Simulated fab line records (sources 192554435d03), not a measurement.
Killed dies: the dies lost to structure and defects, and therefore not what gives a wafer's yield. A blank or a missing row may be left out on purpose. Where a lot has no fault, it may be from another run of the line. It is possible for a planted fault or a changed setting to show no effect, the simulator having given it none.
What tool caused it? + flow n5_finfet + 24 lots with 72 wafers sampled at 3 steps, on a route of 1938 steps

== WHAT EACH GAUGE READ, for each wafer ==
N5_BEOL_M7_THK_MEAS_53: measures by xrf.
| lot  | measured     | on            | M7_THK (nm)    |
|------|--------------|---------------|----------------|
| L074 | day 8 17:48  | film_metro-02 | 76.6 78.6 78.7 |
| L076 | day 9 09:52  | film_metro-02 | 75.3 77.9 79.9 |
| L075 | day 9 13:55  | film_metro-01 | 77.0 76.9 79.0 |
| L077 | day 9 20:32  | film_metro-02 | 80.0 77.3 78.1 |
| L078 | day 10 03:17 | film_metro-02 | 86.7 80.4 82.1 |
| L079 | day 10 05:45 | film_metro-02 | 79.3 75.6 84.1 |
| L081 | day 10 12:50 | film_metro-01 | 79.8 76.7 79.8 |
| L080 | day 10 13:39 | film_metro-01 | 81.3 78.7 85.9 |
| L082 | day 10 20:25 | film_metro-02 | 78.4 76.9 78.6 |
| L083 | day 11 03:09 | film_metro-02 | 76.2 76.8 77.5 |
| L084 | day 11 11:52 | film_metro-01 | 84.0 79.6 81.8 |
| L085 | day 11 17:26 | film_metro-01 | 76.9 78.9 76.8 |
| L086 | day 11 22:59 | film_metro-02 | 76.3 77.7 80.5 |
| L087 | day 12 07:24 | film_metro-02 | 78.0 77.8 78.8 |
| L089 | day 12 17:21 | film_metro-02 | 78.9 80.0 82.7 |
| L088 | day 12 17:34 | film_metro-02 | 78.2 79.9 78.5 |
| L091 | day 13 01:10 | film_metro-02 | 76.8 81.7 77.2 |
| L090 | day 13 02:36 | film_metro-01 | 79.7 81.1 79.4 |
| L092 | day 13 10:25 | film_metro-01 | 77.4 78.8 76.6 |
| L093 | day 13 20:25 | film_metro-02 | 77.6 78.8 77.0 |
| L094 | day 14 04:06 | film_metro-02 | 77.7 74.7 79.4 |
| L095 | day 14 10:29 | film_metro-01 | 81.5 83.7 79.4 |
| L096 | day 14 17:06 | film_metro-02 | 77.9 76.9 79.4 |
| L097 | day 14 17:09 | film_metro-01 | 77.4 79.8 78.8 |

N5_BEOL_M7_RS_MEAS_57: a four-point-probe measurement.
| lot  | measured     | on            | M7_RS (ohm/sq)    |
|------|--------------|---------------|-------------------|
| L074 | day 8 17:56  | film_metro-01 | 0.299 0.290 0.287 |
| L076 | day 9 10:02  | film_metro-02 | 0.309 0.298 0.288 |
| L075 | day 9 14:05  | film_metro-01 | 0.299 0.300 0.291 |
| L077 | day 9 20:40  | film_metro-01 | 0.290 0.301 0.297 |
| L078 | day 10 03:25 | film_metro-02 | 0.264 0.287 0.280 |
| L079 | day 10 05:55 | film_metro-01 | 0.291 0.308 0.270 |
| L081 | day 10 12:58 | film_metro-01 | 0.286 0.299 0.286 |
| L080 | day 10 13:47 | film_metro-01 | 0.282 0.292 0.265 |
| L082 | day 10 20:33 | film_metro-01 | 0.292 0.299 0.293 |
| L083 | day 11 03:19 | film_metro-02 | 0.301 0.301 0.296 |
| L084 | day 11 11:59 | film_metro-01 | 0.272 0.289 0.279 |
| L085 | day 11 17:35 | film_metro-01 | 0.302 0.292 0.302 |
| L086 | day 11 23:07 | film_metro-02 | 0.308 0.300 0.287 |
| L087 | day 12 07:32 | film_metro-02 | 0.301 0.300 0.294 |
| L089 | day 12 17:29 | film_metro-02 | 0.294 0.289 0.279 |
| L088 | day 12 17:41 | film_metro-02 | 0.296 0.288 0.296 |
| L091 | day 13 01:17 | film_metro-02 | 0.301 0.280 0.300 |
| L090 | day 13 02:46 | film_metro-01 | 0.289 0.282 0.288 |
| L092 | day 13 10:34 | film_metro-02 | 0.301 0.294 0.303 |
| L093 | day 13 20:32 | film_metro-01 | 0.301 0.298 0.302 |
| L094 | day 14 04:14 | film_metro-01 | 0.303 0.317 0.294 |
| L095 | day 14 10:37 | film_metro-02 | 0.281 0.272 0.290 |
| L096 | day 14 17:14 | film_metro-02 | 0.295 0.297 0.286 |
| L097 | day 14 17:17 | film_metro-01 | 0.300 0.290 0.293 |

== TOOL THAT RAN EACH LOT (tool first, then ch and the chambers of the sampled wafers, then the start) ==
| lot  | N5_BEOL_M7_SURFACE_TREAT_79  |
|------|------------------------------|
| L074 | pvd_sputter-01, day 8 16:29  |
| L076 | pvd_sputter-03, day 9 08:53  |
| L075 | pvd_sputter-02, day 9 12:53  |
| L077 | pvd_sputter-03, day 9 19:29  |
| L078 | pvd_sputter-03, day 10 00:36 |
| L079 | pvd_sputter-03, day 10 04:20 |
| L081 | pvd_sputter-01, day 10 11:46 |
| L080 | pvd_sputter-03, day 10 12:07 |
| L082 | pvd_sputter-03, day 10 19:25 |
| L083 | pvd_sputter-03, day 11 02:08 |
| L084 | pvd_sputter-01, day 11 10:43 |
| L085 | pvd_sputter-03, day 11 15:32 |
| L086 | pvd_sputter-03, day 11 21:55 |
| L087 | pvd_sputter-02, day 12 06:18 |
| L089 | pvd_sputter-03, day 12 15:26 |
| L088 | pvd_sputter-03, day 12 15:29 |
| L091 | pvd_sputter-03, day 12 23:57 |
| L090 | pvd_sputter-03, day 13 01:07 |
| L092 | pvd_sputter-03, day 13 09:25 |
| L093 | pvd_sputter-03, day 13 18:58 |
| L094 | pvd_sputter-02, day 14 02:40 |
| L095 | pvd_sputter-02, day 14 08:50 |
| L096 | pvd_sputter-03, day 14 14:31 |
| L097 | pvd_sputter-03, day 14 14:43 |
- N5_BEOL_M7_SURFACE_TREAT_79

== AS READ BY THE TOOLS THEMSELVES (means over the sampled wafers that have a number; for cases with no such wafer, the mark the record gives instead) ==
The record holds no such reading with a usual standard deviation.

== THE ANSWER, worked out from the rows above alone ==
Rule: the lots themselves supply what counts as usual. Put in order of their means at a reading, lots are off if they are a third of the lots or fewer, leave a main group of 4 or more, and stand apart from it by a gap of 3 or more times the standard deviation of the main group's means; of several such gaps the widest counts. A main group is skipped when, at the precision printed for the reading in the tables above, its means are all equal. A lot without any number at a reading at which 4 lots or more have one is off too. All remaining lots with rows at the step are treated as sound. The gauges are gone through in route order, then the tools' own readings, and for those a lot's mean is taken as printed above. The first step at which some lot is off is used, and at that step the reading that is off furthest; a lot without a number counts as furthest.
Across all readings shown, no lot is off: no conclusion can be drawn from this.

== WHAT THE SIMULATOR HAD PUT IN ==
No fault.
